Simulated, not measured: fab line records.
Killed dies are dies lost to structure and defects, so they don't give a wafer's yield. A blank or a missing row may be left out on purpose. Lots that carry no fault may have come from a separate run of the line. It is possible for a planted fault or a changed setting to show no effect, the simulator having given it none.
Shared-tool check | flow nandHarc | 14 lots and 42 wafers in the sample

WHY THIS WAS OPENED
At NHARC_A_CHANNEL_HOLE_D2_CD_MEAS_10 the reading cdNm is flagged on 2 of 14 lots. Fault-free wafers read 100.0 nm, with a standard deviation of 0.41.
Rule: a lot gets a flag if all its wafers with a number sit over 4 standard deviations from that mean, or if no wafer of it has a number. As for the other lots, they are considered sound.

lot  | measured     | on       | cdNm (nm), wafer by wafer | flag
L817 | day 12 13:35 | cdSem-01 | 100.3 100.1 99.9          | 
L820 | day 13 02:55 | cdSem-01 | 100.1 100.8 99.5          | 
L819 | day 13 06:19 | cdSem-03 | 100.3 100.3 100.7         | 
L821 | day 14 09:40 | cdSem-01 | 100.4 99.6 100.1          | 
L823 | day 14 11:32 | cdSem-01 | 100.2 99.9 99.7           | 
L824 | day 15 10:44 | cdSem-01 | 100.6 100.7 101.4         | 
L825 | day 15 10:53 | cdSem-03 | 99.2 99.9 99.1            | 
L826 | day 16 03:26 | cdSem-02 | 99.9 100.1 100.1          | 
L829 | day 16 16:42 | cdSem-01 | 74.1 74.7 74.3            | FLAGGED
L830 | day 17 03:49 | cdSem-02 | 80.4 79.8 79.5            | FLAGGED
L836 | day 19 18:40 | cdSem-01 | 100.3 99.9 99.8           | 
L838 | day 20 22:55 | cdSem-03 | 100.0 99.7 99.8           | 
L839 | day 21 09:56 | cdSem-02 | 100.6 100.4 100.2         | 
L840 | day 21 11:57 | cdSem-02 | 99.9 99.3 100.1           | 
Average over the flagged lots: 77.1 nm; offset from the usual -22.9 nm, equal to -56 standard deviations.

EACH LOT AND THE TOOL IT RAN ON
The record holds 2 process steps before the reading, out of a route of 1302 steps. Read each cell as the tool, then ch plus the chambers that the sampled wafers visited, then the start.
lot  | flag    | NHARC_A_ONON_D2_DEP_33          | NHARC_A_CHANNEL_HOLE_D2_EXPOSE_07
L817 |         | pecvd-04 ch 0,1,2, day 12 07:41 | arfiScanner-01 ch 0, day 12 13:27
L820 |         | pecvd-02 ch 0,1,2, day 12 22:10 | arfiScanner-01 ch 0, day 13 02:47
L819 |         | pecvd-04 ch 0,1, day 13 03:15   | arfiScanner-01 ch 0, day 13 06:11
L821 |         | pecvd-01 ch 1,2, day 14 02:59   | arfiScanner-02 ch 0, day 14 09:32
L823 |         | pecvd-02 ch 0,1,2, day 14 08:08 | arfiScanner-02 ch 0, day 14 11:24
L824 |         | pecvd-04 ch 0,1,2, day 15 04:29 | arfiScanner-02 ch 0, day 15 10:35
L825 |         | pecvd-01 ch 0,1, day 15 04:28   | arfiScanner-01 ch 0, day 15 10:45
L826 |         | pecvd-02 ch 0,2, day 15 18:48   | arfiScanner-01 ch 0, day 16 03:19
L829 | FLAGGED | pecvd-02 ch 0,1,2, day 16 12:58 | arfiScanner-01 ch 0, day 16 16:34
L830 | FLAGGED | pecvd-01 ch 0,2, day 17 00:25   | arfiScanner-01 ch 0, day 17 03:41
L836 |         | pecvd-04 ch 0,2, day 19 15:32   | arfiScanner-03 ch 0, day 19 18:31
L838 |         | pecvd-04 ch 0,1,2, day 20 18:08 | arfiScanner-03 ch 0, day 20 22:46
L839 |         | pecvd-01 ch 1,2, day 21 01:04   | arfiScanner-03 ch 0, day 21 09:47
L840 |         | pecvd-04 ch 0,1,2, day 21 08:48 | arfiScanner-02 ch 0, day 21 11:49
What the steps here do:
- NHARC_A_ONON_D2_DEP_33: deposits SiO2, target thk 200 nm.
- NHARC_A_CHANNEL_HOLE_D2_EXPOSE_07: exposes mask HOLE D2, target cd 100 nm.
- NHARC_A_CHANNEL_HOLE_D2_CD_MEAS_10: target cd 100 nm.

FLAGGED OVER TOTAL, TOOL BY TOOL (the gauges that took the reading come last)
step                               | tool           | lots run | flagged | share of the flagged lots | sound lots run after its first flagged lot
NHARC_A_ONON_D2_DEP_33             | pecvd-01       | 4        | 1       | some                      | 1 (L839)
NHARC_A_ONON_D2_DEP_33             | pecvd-02       | 4        | 1       | some                      | 0
NHARC_A_ONON_D2_DEP_33             | pecvd-04       | 6        | 0       | none                      | -
NHARC_A_CHANNEL_HOLE_D2_EXPOSE_07  | arfiScanner-01 | 7        | 2       | all                       | 0
NHARC_A_CHANNEL_HOLE_D2_EXPOSE_07  | arfiScanner-02 | 4        | 0       | none                      | -
NHARC_A_CHANNEL_HOLE_D2_EXPOSE_07  | arfiScanner-03 | 3        | 0       | none                      | -
NHARC_A_CHANNEL_HOLE_D2_CD_MEAS_10 | cdSem-01       | 7        | 1       | some                      | 1 (L836)
NHARC_A_CHANNEL_HOLE_D2_CD_MEAS_10 | cdSem-02       | 4        | 1       | some                      | 2 (L839,L840)
NHARC_A_CHANNEL_HOLE_D2_CD_MEAS_10 | cdSem-03       | 3        | 0       | none                      | -

WHAT THE TABLE PERMITS
Rows of the table that ran each flagged lot: 1, that is arfiScanner-01 at NHARC_A_CHANNEL_HOLE_D2_EXPOSE_07.
- arfiScanner-01 at NHARC_A_CHANNEL_HOLE_D2_EXPOSE_07 ran 7 lots, 2 of them flagged. A fault beginning between L826 (day 16 03:19), its last sound lot, and L829 (day 16 16:34), its first flagged one, fits the data. Its own readings lie more than 4 standard deviations out on every wafer of the flagged lots: exposureDoseMJCm2.
arfiScanner-01 at NHARC_A_CHANNEL_HOLE_D2_EXPOSE_07 is the single tool remaining.

WHAT WAS PUT IN BY THE SIMULATOR
Process parameter drift: arfiScanner-01, from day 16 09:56 on, at NHARC_A_CHANNEL_HOLE_D2_EXPOSE_07. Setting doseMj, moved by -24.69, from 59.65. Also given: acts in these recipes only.
Struck lots among those shown: L829, L830. The same result came from the rule above.
